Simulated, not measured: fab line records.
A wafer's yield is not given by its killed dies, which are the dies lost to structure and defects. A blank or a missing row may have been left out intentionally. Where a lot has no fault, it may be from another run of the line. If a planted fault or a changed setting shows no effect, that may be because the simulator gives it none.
A struck lot beside a sound one -- flow n5-finfet -- 27 steps out of a route of 1938
Sound: the wafers L712.3, L712.4, L712.5. Wafers struck: L700.4, L700.5, L700.6. The cause is named last.
For every step that has rows: the tool of each side, followed by ch and its chambers, followed by its first start. Under that, the readings that differ: sound wafers -- struck wafers -- difference of the means -- sigmas: that difference in standard deviations of wafers without a fault.
alike: a reading whose means differ by less than 2 such deviations, as well as words and numbers matching on both sides. not compared: withheld readings; readings where some wafer has no value; bounds like >300 that might hide an equal value; numbers whose values overlap and for which the record gives no deviation.
Wherever a step has rows on one side only, a row that says differs or no value, or a row with sigmas, the two part there. When numbers do not overlap yet have no deviation, they are printed without sigmas and do not part them. A reading missing from all wafers of one side parts the sides only when that side holds two or more wafers.

first, 9 steps without rows for these wafers: N5_BEOL_M9_DESCUM_33 (chemistry O2, time 7 s); N5_BEOL_M9_ETCH_76 (etches underlayer in N2/H2, target depth 6.5 nm, time 5.2 s); N5_BEOL_M9_ETCH_65 (etches SiARC in CF4, target depth 15.6 nm, time 26 s); N5_BEOL_M9_ETCH_66 (etches SOC in N2/H2, target depth 80 nm, overetch 16 nm, time 120 s); N5_BEOL_M9_STRIP_69 (strips in N2/H2); N5_BEOL_M9_STRIP_77 (strips in N2/H2); N5_BEOL_M9_VIA_ETCH_34 (etches SiCOH lowk in C4F6/O2, target depth 182.4 nm, time 68.4 s); N5_BEOL_M9_STRIP_73 (strips in C4F6/O2); N5_BEOL_M9_STRIP_36 (strips in N2/H2).
N5_BEOL_M9_TRENCH_ETCH_37: etches SiCOH lowk in C4F6/O2, target depth 151.43 nm, time 49 s.
  sound on rie-diel-02 ch 0,2,3, day 15 07:37; struck on rie-diel-01 ch 0,3, day 13 00:48
reading,sound,struck,difference,sigmas
bias-w (W),185.3 185.0 185.2,162.0 162.7 162.2,-22.9,-39
rf-vpp-V (V),673 670 661,582 617 583,-74,-5
model.TiN_of_BEOL_M9_HM_DEP_02.thk-nm (nm),15.8 16 15.6,16.2 16.2 16.2,+0.4,
  alike: drypump-motor-current-A, oes-product-au, showerhead-plenum-p-Torr, throttle-valve-pct
  not compared: rf-hours-counter-h, model.etch.depth-nm, model.BEOL_M9.feature-depth-nm
then, 15 steps without rows for these wafers: N5_BEOL_M9_ETCH_41 (etches SiCN in CH3F/O2, target depth 36.6 nm, time 70.1 s); N5_BEOL_M9_STRIP_80 (strips in N2/H2, time 10 s); N5_BEOL_M9_HM_STRIP_39 (strips TiN in peroxide tin strip, target depth 25 nm, time 158 s); N5_BEOL_M9_SRD_40 (time 30 s); N5_BEOL_M9_PRECLEAN_42 (cleans in residue remover, time 60 s); N5_BEOL_M9_SRD_43 (time 30 s); N5_BEOL_M9_CURE_72 (cures SiCOH lowk, time 120 s); N5_BEOL_M9_DEGAS_44 (time 60 s); N5_BEOL_M9_PRE_CLEAN_45 (time 30 s); N5_BEOL_M9_ALD_74 (deposits TaN, target thk 2 nm, pulse time 2 s, purge time 3 s); N5_BEOL_M9_SURFACE_TREAT_79; N5_BEOL_M9_CVD_78 (deposits Co from CCTBA/H2, target thk 2 nm, time 138.9 s); N5_BEOL_M9_SPUTTER_48 (material Cu, target thk 12 nm, time 2 s); N5_BEOL_M9_ECD_50 (material Cu, target thk 318 nm); N5_BEOL_M9_ANNEAL_51 (time 90 s).
N5_BEOL_M9_CMP_52: polishes, stops on SiCOH lowk, t overpolish 7 s, target thk 140 nm.
  sound on cmp-03 ch 1,2,3, day 15 09:51; struck on cmp-01 ch 0,3, day 13 04:28
  alike: barrier-field-endpoint-s, clearing-platen-rpm, edge-zone-pressure-frac, motor-current-A, overpolish-run-s, time-to-endpoint-s
  not compared: model.Cu_of_BEOL_M9_ECD_50.thk-nm
-- record jumps: 3 days separate the struck wafers' starts on either side; left off in module BEOL_M9, taken up again in module PASSIVATION, whose first shown step is the route's number 1936 --
N5_PASSIVATION_PROBE_49:
  struck on prober-02, day 15 19:05; sound on prober-02, day 17 22:15
reading,sound,struck,difference,sigmas
defect-limited-yield (%),93.1 93.9 92.8,90.8 90.4 89.9,-2.9,-2
killed-dies,81 72 85,109 113 119,+34,+2
killed-open,60 40 48,79 72 84,+29,+2
sort_bin_5_function (%),3.8 3.1 4.7,5.8 6.0 6.3,+2.2,+2
sort-n-pass,1099 1108 1095,1071 1067 1061,-34,-2
  alike: killed_at_M0_to_M3, killed_at_M4_up, killed-at-contacts, killed-at-front-end, killed-at-other, killed-on-rim, killed-short, sort_bin_4_leakage, sort_bin_6_memory, sort_bin_8_speed, sort-yield-pct

## WHERE THEY PART
Earliest at N5_BEOL_M9_TRENCH_ETCH_37; latest, in this record, at N5_PASSIVATION_PROBE_49.

WHY: the cause the simulator had injected
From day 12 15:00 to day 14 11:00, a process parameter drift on rie-diel-01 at N5_BEOL_M9_TRENCH_ETCH_37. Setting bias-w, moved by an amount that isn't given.
